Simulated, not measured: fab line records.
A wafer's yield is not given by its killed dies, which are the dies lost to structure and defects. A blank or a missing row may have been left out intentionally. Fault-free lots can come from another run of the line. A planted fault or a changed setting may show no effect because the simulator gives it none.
fab line records -- flow n5_finfet
record lots=7, wafers=39
route steps=1938 shown BEOL_M13@1705
start_h: hours from the record's first day to the start of the lot's first wafer shown -- wait_h: time in hours since the lot's previous step -- " same as the row above -- L1.1+2: one row covering several wafers at once -- - no value present, or no start provided -- * or withheld: withheld -- < > ~ a bound
route shown NAME@n: a module of which the file shows steps, and the number in the route of the first -- usual: mean/standard deviation of fault-free wafers -- same: alike in all rows -- chamber/n: place in a boat -- sites: each site's reading -- _std_site: standard deviation of those values -- _edge_site: outer sites' mean less inner sites' -- radius_mm: how far each site lies from the wafer's centre -- mask NAME#n: copy n -- behind: tool/chamber where the wafer was last shaped -- hold: reason for holding the lot/hours on hold/outcome of the hold -- device: transistor that didn't switch, given as n, p or np -- end of line: the route-end tests of the same wafers -- for a step that has no rows: nothing shown but its recipe -- killed: dies that structure and defects cost at the first sort, which is not the same as the wafer's yield -- map: per-die view of a wafer (x killed, . not killed, _ where there is no die)
set.NAME: the setting that was run; set.NAME@STEP: the one run at that earlier step -- model.NAME: the simulator's own value behind a step, which no gauge read
lots with deliberately changed settings; one table per step, one row per wafer
## steps
# step N5_BEOL_M13_SPUTTER_43
# recipe material=TaN, target_thk_a=150, temp_c=50, bias_v=168.6, power_w=15000, chamber_pressure_pa=0.12, time_s=24.19
lot.wafer,tool,chamber,start_h,wait_h,set.time_s,model.TaN_of_BEOL_M13_SPUTTER_43.thk_nm
L075.1,pvd_sputter-01,-,271.88,0.0,24.19,14.8
L075.2+3+6,pvd_sputter-01,-,271.88,0.0,29.67,18.4
L075.4,pvd_sputter-01,-,271.88,0.0,24.19,15.2
L075.5,pvd_sputter-01,-,271.88,0.0,24.19,15
L076.1+6,pvd_sputter-01,-,282.21,0.0,24.19,15
L076.2,pvd_sputter-01,-,282.21,0.0,10.43,6.8
L076.3,pvd_sputter-01,-,282.21,0.0,24.19,15.2
L076.4+5,pvd_sputter-01,-,282.21,0.0,10.43,6.6
L085.2+3,pvd_sputter-01,-,319.44,0.0,24.19,15
L085.5,pvd_sputter-01,-,319.44,0.0,24.19,14.8
L089.1+5,pvd_sputter-03,-,362.70,0.0,24.19,15
L089.2,pvd_sputter-03,-,362.70,0.0,24.19,14.8
L089.3+4+6,pvd_sputter-03,-,362.70,0.0,35.56,22
L091.1+5+6,pvd_sputter-01,-,363.44,0.0,24.19,14.8
L091.2+3,pvd_sputter-01,-,363.44,0.0,17.47,10.8
L091.4,pvd_sputter-01,-,363.44,0.0,17.47,10.6
L096.1,pvd_sputter-02,-,418.42,0.0,24.19,15
L096.2+6,pvd_sputter-02,-,418.42,0.0,24.19,15.4
L096.3+4+5,pvd_sputter-02,-,418.42,0.0,24.19,15.2
L095.1+2,pvd_sputter-02,-,421.56,0.0,24.19,15
L095.3+6,pvd_sputter-02,-,421.56,0.0,16.07,9.8
L095.4,pvd_sputter-02,-,421.56,0.0,24.19,14.8
L095.5,pvd_sputter-02,-,421.56,0.0,16.07,10
# step N5_BEOL_M13_SPUTTER_44
# recipe material=Ta, target_thk_a=100, temp_c=50, bias_v=80, power_w=15000, chamber_pressure_pa=0.07, time_s=16.13
# step N5_BEOL_M13_SPUTTER_45
# recipe material=Cu, target_thk_a=800, temp_c=-20, bias_v=60, power_w=26000, chamber_pressure_pa=0.13, time_s=13.33
# step N5_BEOL_M13_ECD_47
# recipe material=Cu, target_thk_a=9360
# step N5_BEOL_M13_ANNEAL_48
# recipe temp_c=225, time_s=90, ambient=N2
# step N5_BEOL_M13_CMP_49
# recipe stop_on=SiOC, t_overpolish_s=17.1, down_force_psi=1, platen_rpm=50, clearing_platen_down_force_psi=1.5, clearing_platen_rpm=50, post_cmp_clean=cu_alkaline, target_thk_nm=420, clearing_platen_pad_velocity_m_s=0.99484, pad_velocity_m_s=0.99484
# usual barrier_field_endpoint_s=30.5/0.97
lot.wafer,tool,chamber,start_h,wait_h,set.time_s@BEOL_M13_SPUTTER_43,barrier_field_endpoint_s
L075.2,cmp-04,0,272.62,0.2,29.67,35.2
L075.3,cmp-04,1,272.62,0.2,29.67,35.0
L075.4,cmp-04,2,272.62,0.2,24.19,31.0
L075.1,cmp-04,3,272.62,0.2,24.19,31.2
L075.5,cmp-04,0,272.62,0.2,24.19,31.3
L075.6,cmp-04,1,272.62,0.2,29.67,35.2
L076.1,cmp-04,2,282.99,0.3,24.19,31.3
L076.2,cmp-04,3,282.99,0.3,10.43,21.3
L076.3,cmp-04,0,282.99,0.3,24.19,30.9
L076.4,cmp-04,1,282.99,0.3,10.43,20.4
L076.5,cmp-04,2,282.99,0.3,10.43,20.6
L076.6,cmp-04,3,282.99,0.3,24.19,32.3
L085.2,cmp-04,2,320.57,0.2,24.19,30.4
L085.3,cmp-04,0,320.57,0.2,24.19,30.8
L085.5,cmp-04,2,320.57,0.2,24.19,31.1
L089.2,cmp-04,3,363.43,0.2,24.19,30.0
L089.1,cmp-04,0,363.43,0.2,24.19,31.0
L089.4,cmp-04,1,363.43,0.2,35.56,38.9
L089.3,cmp-04,2,363.43,0.2,35.56,40.2
L089.5,cmp-04,3,363.43,0.2,24.19,31.6
L089.6,cmp-04,0,363.43,0.2,35.56,39.3
L091.2,cmp-04,0,364.18,0.2,17.47,26.1
L091.3,cmp-04,1,364.18,0.2,17.47,25.9
L091.4,cmp-04,2,364.18,0.2,17.47,25.6
L091.1,cmp-04,3,364.18,0.2,24.19,31.4
L091.5,cmp-04,0,364.18,0.2,24.19,31.3
L091.6,cmp-04,1,364.18,0.2,24.19,31.6
L096.3,cmp-01,0,419.38,0.2,24.19,29.2
L096.2,cmp-01,1,419.38,0.2,24.19,32.0
L096.4,cmp-01,2,419.38,0.2,24.19,31.2
L096.1,cmp-01,3,419.38,0.2,24.19,30.8
L096.5,cmp-01,0,419.38,0.2,24.19,29.4
L096.6,cmp-01,1,419.38,0.2,24.19,31.8
L095.4,cmp-03,3,422.30,0.1,24.19,30.6
L095.1,cmp-03,0,422.30,0.1,24.19,31.7
L095.3,cmp-03,1,422.30,0.1,16.07,24.3
L095.2,cmp-03,2,422.30,0.1,24.19,30.0
L095.5,cmp-03,3,422.30,0.1,16.07,24.5
L095.6,cmp-03,0,422.30,0.1,16.07,24.8
## key
split step=N5_BEOL_M13_SPUTTER_43, setting=time_s, stated=24.19, by=wafer
response step=N5_BEOL_M13_SPUTTER_43, reading=model.TaN_of_BEOL_M13_SPUTTER_43.thk_nm, change=+0.149, per=1%, r=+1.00
response step=N5_BEOL_M13_CMP_49, reading=barrier_field_endpoint_s, change=+0.187, per=1%, r=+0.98
